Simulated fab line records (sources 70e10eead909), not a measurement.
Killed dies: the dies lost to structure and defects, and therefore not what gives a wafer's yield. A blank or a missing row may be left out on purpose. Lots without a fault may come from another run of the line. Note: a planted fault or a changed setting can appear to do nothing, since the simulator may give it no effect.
fab line records | flow nand-harc
record: lots: 13 wafers: 39 last-day: 25
route steps=1159 shown P_BONDPAD@365 A_ONON_D1@424 END@1159
lots untouched by any fault: they come from a run of this same line in which no faults occurred
start-h: hours from the record's first day to the start of the lot's first wafer shown | wait-h: hours elapsed since this lot's preceding step | " unchanged from the row above | L1.1+2: several wafers, shown together as one row | - either no value or no given start | * or withheld: withheld | < > ~ a bound
route shown NAME@n: names a module that has steps shown in the file, with the first one's number in the route | usual: mean/standard deviation of fault-free wafers | same: alike in all rows | chamber/n: place in a boat | sites: readings site by site | _std_site: how widely they spread, as a standard deviation | _edge_site: the outer-site mean with the inner-site mean subtracted | radius-mm: for every site, how far away it sits from the centre of the wafer | mask NAME#n: copy n | behind: the last tool/chamber to shape the wafer | hold: reason for holding the lot/hours on hold/outcome of the hold | device: whichever transistor did not switch (one of n, p or np) | end of line: at the end of the route, the tests of the same wafers | for a step that has no rows: nothing shown but its recipe | killed: count of dies lost to structure and defects at first sort (not the wafer's yield) | map: a wafer's dies, x killed, . not, _ none there
set.NAME: the setting that was run; set.NAME@STEP: the one run at that earlier step | model.NAME: the simulator's own value behind a step, which no gauge read
steps of the route over a sample of lots; a table a step, a row a wafer
services: a tool's chamber out of use, with start hour (start-h, from the record's first day; less than 0 if before it), hours out, and reason
== steps ==
step: NHARC_P_BONDPAD_OVL_MEAS_38
usual: overlay-x-nm: -2/6.7 overlay-y-nm: -1/5.7
columns lot.wafer tool chamber start-h wait-h overlay-x-nm overlay-y-nm
L955.1 overlay-01 - 119.22 - 5 -1
L955.5 " - " " 5 -1
L955.6 " - " " 6 -1
L957.1 overlay-02 - 149.20 - -12 1
L957.3 " - " " -12 1
L957.5 " - " " -11 1
L958.1 overlay-01 - 150.75 - -4 -7
L958.2 " - " " -4 -6
L958.6 " - " " -5 -7
L959.3 overlay-02 - 158.09 - -1 -3
L959.4 " - " " -1 -3
L959.6 " - " " -1 -4
L962.3 overlay-01 - 172.15 - -8 5
L962.4 " - " " -8 5
L962.6 " - " " -9 5
L961.2 overlay-02 - 172.55 - -3 -16
L961.3 " - " " -3 -16
L961.4 " - " " -3 -16
L964.1 overlay-01 - 188.92 - 5 3
L964.2 " - " " 4 3
L964.5 " - " " 5 3
L965.1 overlay-01 - 194.62 - 14 2
L965.5 " - " " 15 2
L965.6 " - " " 15 3
L967.1 overlay-02 - 224.21 - -1 3
L967.3 " - " " -1 3
L967.5 " - " " -1 3
L972.4 overlay-01 - 235.72 - -10 -6
L972.5 " - " " -9 -6
L972.6 " - " " -10 -7
L975.1 overlay-01 - 241.88 - -2 -7
L975.3 " - " " -1 -8
L975.6 " - " " -2 -8
L977.1 overlay-02 - 259.43 - 3 3
L977.2 " - " " 4 3
L977.3 " - " " 4 3
L978.1 overlay-01 - 268.72 - -2 3
L978.3 " - " " -2 3
L978.4 " - " " -2 4
step: NHARC_P_BONDPAD_STRIP_15
recipe: o2-flow-sccm: 500 ar-flow-sccm: 0 bias-w: 0 chemistry: O2
usual: drypump-motor-current-A: 5.7/0.54 oes-product-au: 0.999/0.012 rf-vpp-V: 57.7/0.93 showerhead-plenum-p-Torr: 3.53/0.13 throttle-valve-pct: 17.036/0.01
same: bias-w: 0
columns lot.wafer tool chamber start-h wait-h drypump-motor-current-A oes-product-au rf-hours-counter-h rf-vpp-V showerhead-plenum-p-Torr throttle-valve-pct
L955.1 rie-diel-11 2 119.77 0.1 5.3 0.984 9 57.9 3.47 17.038
L955.5 " 0 " " 5.9 0.998 - 56.7 3.63 17.038
L955.6 " 1 " " 6.4 1.016 - 59.7 3.63 17.038
L957.1 rie-diel-01 2 149.86 0.1 5.2 1.012 1 57.9 3.65 17.034
L957.3 " 3 " " 6.6 1.008 2 58.2 3.71 17.037
L957.5 " 3 " " 6.6 1.011 - 59.2 3.71 17.033
L958.2 rie-diel-11 2 151.26 0.1 5.3 0.983 12 57.3 3.47 17.030
L958.1 " 1 " " 6.4 1.011 12 60.0 3.63 17.034
L958.6 " 2 " " 5.3 0.991 - 58.1 3.47 17.038
L959.4 rie-diel-11 3 158.66 0.1 5.0 0.994 10 57.0 3.30 17.033
L959.3 " 1 " " 6.4 1.009 12 56.5 3.63 17.054
L959.6 " 3 " " 5.0 1.002 - 57.8 3.30 17.036
L962.4 rie-diel-11 0 172.68 0.1 5.9 0.996 14 56.8 3.63 17.031
L962.3 " 3 " " 5.1 1.003 11 57.9 3.30 17.047
L962.6 " 0 " " 5.9 1.011 - 55.6 3.63 17.046
L961.2 rie-diel-11 2 173.07 0.1 5.3 0.975 12 58.6 3.47 17.024
L961.4 " 3 " " 5.0 0.998 11 55.3 3.30 17.045
L961.3 " 0 " " 5.8 0.997 14 57.5 3.63 17.042
L964.2 rie-diel-11 1 189.43 0.1 6.4 1.009 14 57.2 3.63 17.067
L964.1 " 3 " " 5.0 0.995 12 57.1 3.30 17.046
L964.5 " 1 " " 6.4 1.010 - 58.5 3.63 17.036
L965.1 rie-diel-02 1 195.16 0.1 6.1 0.983 12 58.6 3.72 17.014
L965.6 " 1 " " 6.1 0.987 - 57.2 3.72 17.039
L965.5 " 2 " " 5.7 0.993 - 56.3 3.47 17.028
L967.3 rie-diel-01 3 224.80 0.1 6.6 1.008 35 58.0 3.69 17.031
L967.1 " 0 " " 5.8 0.987 35 58.2 3.65 17.033
L967.5 " 0 " " 5.9 0.984 - 58.3 3.65 17.013
L972.4 rie-diel-11 3 236.28 0.1 5.1 1.008 4 55.3 3.30 17.034
L972.5 " 1 " " 6.4 0.992 - 58.0 3.63 17.016
L972.6 " 2 " " 5.3 1.013 - 58.0 3.46 17.032
L975.3 rie-diel-11 0 242.43 0.1 5.8 1.008 6 58.9 3.63 17.041
L975.1 " 1 " " 6.4 1.004 6 57.7 3.63 17.053
L975.6 " 2 " " 5.3 1.012 - 57.4 3.46 17.037
L977.2 rie-diel-11 1 260.08 0.1 6.4 1.001 7 58.2 3.63 17.052
L977.3 " 2 " " 5.3 1.008 6 58.7 3.46 17.022
L977.1 " 3 " " 5.0 1.013 6 56.1 3.30 17.052
L978.4 rie-diel-01 1 269.25 0.1 5.0 1.013 52 58.6 3.46 17.033
L978.1 " 2 " " 5.2 0.993 53 57.8 3.62 17.039
L978.3 " 3 " " 6.6 0.987 52 57.5 3.68 17.018
step: NHARC_A_ONON_D1_DEP_00
recipe: target-thk-a: 10000 n2-flow-sccm: 2750 n2o-flow-sccm: 2000 nh3-flow-sccm: 500 sih4-flow-sccm: 210 temp-c: 400
usual: n2-flow-sccm: 2748/9.2 n2o-flow-sccm: 2000/6.6 sih4-flow-sccm: 210.0/0.6
columns lot.wafer tool chamber start-h wait-h n2-flow-sccm n2o-flow-sccm sih4-flow-sccm
L955.1 pecvd-onon-03 0 152.26 0.1 2736 2007 210.3
L955.5 " 0 " " 2751 1997 210.0
L955.6 " 0 " " 2735 2000 209.7
L957.1 pecvd-onon-03 0 175.24 0.1 2741 1993 209.9
L957.3 " 0 " " 2743 2000 209.6
L957.5 " 0 " " 2746 2002 209.1
L958.1 pecvd-onon-02 0 175.24 0.1 2742 1996 211.0
L958.2 " 0 " " 2746 1999 210.6
L958.6 " 0 " " 2760 2004 209.8
L959.3 pecvd-onon-03 0 184.20 0.2 2727 2016 210.0
L959.4 " 0 " " 2743 2002 209.3
L959.6 " 0 " " 2747 2007 209.6
L961.2 pecvd-onon-02 0 198.34 0.1 2750 2001 210.1
L961.3 " 0 " " 2753 1994 210.7
L961.4 " 0 " " 2751 2002 209.9
L962.3 pecvd-onon-03 0 198.40 0.2 2738 1985 209.0
L962.4 " 0 " " 2744 1988 208.7
L962.6 " 0 " " 2751 1980 209.3
L964.1 pecvd-onon-02 0 215.01 0.1 2758 2004 210.2
L964.2 " 0 " " 2740 2000 210.0
L964.5 " 0 " " 2750 2005 209.8
L965.1 pecvd-onon-02 0 220.83 0.1 2762 1998 210.1
L965.5 " 0 " " 2763 2000 210.3
L965.6 " 0 " " 2740 2000 210.2
L967.1 pecvd-onon-02 0 249.89 0.1 2762 1997 209.6
L967.3 " 0 " " 2749 2000 208.8
L967.5 " 0 " " 2754 1997 208.9
L972.4 pecvd-onon-02 0 258.18 0.2 2742 1999 210.2
L972.5 " 0 " " 2751 1995 210.5
L972.6 " 0 " " 2750 1995 209.2
L975.1 pecvd-onon-01 0 269.39 0.1 2759 2003 210.3
L975.3 " 0 " " 2756 2005 210.0
L975.6 " 0 " " 2769 1993 209.4
L977.1 pecvd-onon-03 0 285.71 0.1 2736 1992 210.4
L977.2 " 0 " " 2743 2002 210.5
L977.3 " 0 " " 2745 2000 209.5
L978.1 pecvd-onon-01 0 295.39 0.3 2746 1997 210.7
L978.3 " 0 " " 2738 2000 210.8
L978.4 " 0 " " 2742 1996 210.7
step: NHARC_A_ONON_D1_THK_MEAS_02
recipe: thk-meas-gauge: ellipsometry
usual: thk-nm: 1001/12
columns lot.wafer tool chamber start-h wait-h thk-nm
L955.1 film-metro-01 - 152.76 - 1013
L955.5 " - " " 1013
L955.6 " - " " 1012
L957.1 film-metro-01 - 175.75 - 1004
L957.3 " - " " 1003
L957.5 " - " " 1004
L958.1 film-metro-02 - 175.75 - 999
L958.2 " - " " 1000
L958.6 " - " " 1000
L959.3 film-metro-02 - 184.60 - 986
L959.4 " - " " 984
L959.6 " - " " 985
L961.2 film-metro-02 - 198.80 - 996
L961.3 " - " " 997
L961.4 " - " " 995
L962.3 film-metro-01 - 198.80 - 977
L962.4 " - " " 976
L962.6 " - " " 976
L964.1 film-metro-02 - 215.51 - 1007
L964.2 " - " " 1006
L964.5 " - " " 1007
L965.1 film-metro-01 - 221.34 - 663
L965.5 " - " " 1034
L965.6 " - " " 663
L967.1 film-metro-02 - 250.40 - 634
L967.3 " - " " 1007
L967.5 " - " " 1005
L972.4 film-metro-02 - 258.52 - 1003
L972.5 " - " " 1003
L972.6 " - " " 631
L975.1 film-metro-01 - 269.91 - 990
L975.3 " - " " 989
L975.6 " - " " 991
L977.1 film-metro-01 - 286.21 - 1006
L977.2 " - " " 1006
L977.3 " - " " 1009
L978.1 film-metro-02 - 295.90 - 1014
L978.3 " - " " 1013
L978.4 " - " " 1015
step: NHARC_END_SORT_01
recipe: temp-c: 25
usual: killed-at-array: 29/10 killed-at-other: 0.7/1.1 killed-at-periphery: 3.3/2.4 killed-dies: 33/11 killed-open: 3.3/2 killed-short: 1.9/1.3
same: gross-dies: 677
columns lot.wafer tool chamber start-h wait-h killed-at-array killed-at-other killed-at-periphery killed-dies killed-open killed-short
L965.1 prober-01 0 505.89 2.5 676 0 1 677 2 3
L965.5 prober-01 0 509.10 3.7 30 0 2 32 4 2
L965.6 prober-01 0 509.91 4.0 677 0 0 677 1 1
L967.1 prober-01 0 540.71 2.5 666 3 8 677 4 2
L967.3 prober-01 0 542.29 3.1 35 5 6 46 3 2
L967.5 prober-01 0 543.88 3.7 29 1 5 35 3 2
L972.4 prober-02 0 567.93 3.4 28 0 3 31 4 2
L972.5 prober-02 0 568.72 3.7 25 1 4 30 7 3
L972.6 prober-02 0 569.51 3.9 672 2 3 677 8 6
killed by level:class
L965.1 A_ONON_D1:area-dep=646 A_CHANNEL_HOLE_D1:chamber-film-flake=18 A_STAIRCASE:chamber-film-flake=6 A_WL_FILL:geometric-particle:short=2 A_SGD_CUT:geometric-particle:open=1 A_BLC:geometric-particle:short=1 A_M1:geometric-particle:open=1 P_GATE:chamber-film-flake=1
L965.5 A_CHANNEL_HOLE_D1:chamber-film-flake=19 A_STAIRCASE:chamber-film-flake=3 A_CONTACT:chamber-film-flake=3 P_CONTACT:geometric-particle:open=1 P_M0:geometric-particle:short=1 A_ONON_D1:geometric-particle:short=1 A_ONON_D1:geometric-particle:open=1 A_SGD_CUT:geometric-particle:open=1
L965.6 A_ONON_D1:area-dep=650 A_CHANNEL_HOLE_D1:chamber-film-flake=19 A_STAIRCASE:chamber-film-flake=4 A_CONTACT:chamber-film-flake=2 A_CHANNEL_FILL_D1:geometric-particle:short=1 A_CONTACT:geometric-particle:open=1
L967.1 A_ONON_D1:area-dep=634 A_SLIT:chamber-film-flake=9 A_CHANNEL_HOLE_D1:chamber-film-flake=7 P_CONTACT:chamber-film-flake=6 A_STAIRCASE:chamber-film-flake=5 A_CONTACT:chamber-film-flake=5 THIN_TSV:chamber-film-flake=3 A_CONTACT:geometric-particle:open=2
L967.3 A_SLIT:chamber-film-flake=17 A_CONTACT:chamber-film-flake=7 A_STAIRCASE:chamber-film-flake=6 P_CONTACT:chamber-film-flake=5 THIN_TSV:chamber-film-flake=4 A_CHANNEL_HOLE_D1:chamber-film-flake=2 P_CONTACT:geometric-particle:open=1 A_WL_FILL:geometric-particle:short=1
L967.5 A_SLIT:chamber-film-flake=10 A_CONTACT:chamber-film-flake=10 P_CONTACT:chamber-film-flake=3 A_STAIRCASE:chamber-film-flake=3 A_CHANNEL_HOLE_D1:chamber-film-flake=2 P_STI:geometric-particle:open=1 A_CHANNEL_FILL_D1:geometric-particle:open=1 A_CHANNEL_FILL_D1:geometric-particle:short=1
L972.4 A_SLIT:chamber-film-flake=12 A_CHANNEL_HOLE_D1:chamber-film-flake=10 A_CONTACT:geometric-particle:open=2 P_GATE:chamber-film-flake=2 P_CONTACT:geometric-particle:open=1 A_CHANNEL_FILL_D1:geometric-particle:short=1 A_WL_FILL:geometric-particle:short=1 A_M0:geometric-particle:open=1
L972.5 A_SLIT:chamber-film-flake=11 A_CHANNEL_HOLE_D1:chamber-film-flake=4 P_CONTACT:geometric-particle:open=2 A_STAIRCASE:chamber-film-flake=2 A_CONTACT:chamber-film-flake=2 P_GATE:geometric-particle:open=1 P_M0:geometric-particle:open=1 A_ONON_D1:geometric-particle:open=1
L972.6 A_ONON_D1:area-dep=634 A_SLIT:chamber-film-flake=18 A_CHANNEL_HOLE_D1:chamber-film-flake=5 A_WL_FILL:geometric-particle:short=3 A_STAIRCASE:chamber-film-flake=3 STARTING-WAFER:geometric-particle:open=2 P_GATE:geometric-particle:open=1 P_CONTACT:geometric-particle:open=1
== services ==
columns tool chamber start-h hours kind
pecvd-onon-02 - 111.18 13.0 pm
rie-diel-11 0 119.50 - clean
rie-diel-11 1 119.50 - clean
rie-diel-11 2 119.50 - clean
rie-diel-11 3 119.50 - clean
rie-diel-01 2 122.17 4.6 repair
rie-diel-01 1 132.81 3.8 repair
rie-diel-01 - 137.80 9.0 pm
rie-diel-11 0 144.00 - clean
rie-diel-11 1 144.00 - clean
rie-diel-11 2 144.00 - clean
rie-diel-11 3 144.00 - clean
rie-diel-02 - 150.70 9.0 pm
pecvd-onon-03 - 153.17 13.0 pm
rie-diel-11 0 168.50 - clean
rie-diel-11 1 168.50 - clean
rie-diel-11 2 168.50 - clean
rie-diel-11 3 168.50 - clean
rie-diel-11 - 189.53 9.0 pm
rie-diel-11 0 189.53 9.0 vent-cycle
pecvd-onon-01 - 195.29 13.0 pm
rie-diel-02 2 212.03 3.8 repair
rie-diel-02 - 222.35 0.2 repair
pecvd-onon-02 - 292.18 13.0 pm
== key ==
first-sign: step: NHARC_A_ONON_D1_THK_MEAS_02 reading: thk-nm direction: down sigmas: 30 usual: 1001 struck: 647
effect: step: NHARC_END_SORT_01 reading: killed-at-array direction: up sigmas: 63 usual: 29 struck: 673
more-kills-born-at: NHARC_A_ONON_D1_DEP_00@pecvd-onon-02: 2564
met-at NHARC_A_ONON_D1_DEP_00
struck-lots L965,L967,L972
struck-wafers L965.1,L965.6,L967.1,L972.6
later-rows-left-out L965.1,L965.6,L967.1,L972.6
tester-left-out L965,L967,L972
not-acting-at NHARC_P_BONDPAD_OVL_MEAS_38,NHARC_P_BONDPAD_STRIP_15
onset-between 215.01 220.83
fault: kind: process-parameter-drift tool: pecvd-onon-02 chamber: - onset-h: 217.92 steps: NHARC_A_ONON_D1_DEP_00 channel: target-thk-a offset: * shape: step end-h: 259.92 scope: struck-wafers-only acts-in: * stated: *
tester-left-out: of these lots the tester's yield and bins aren't shown, on N5 and GAA mostly nor the transistor test; their killed dies are dies lost to structure and defects alone, not to doping, threshold or leakage, so they don't give the yield
later-rows-left-out: the simulator's readings of these wafers behind a module that went badly wrong aren't trusted and aren't shown, but for the sort
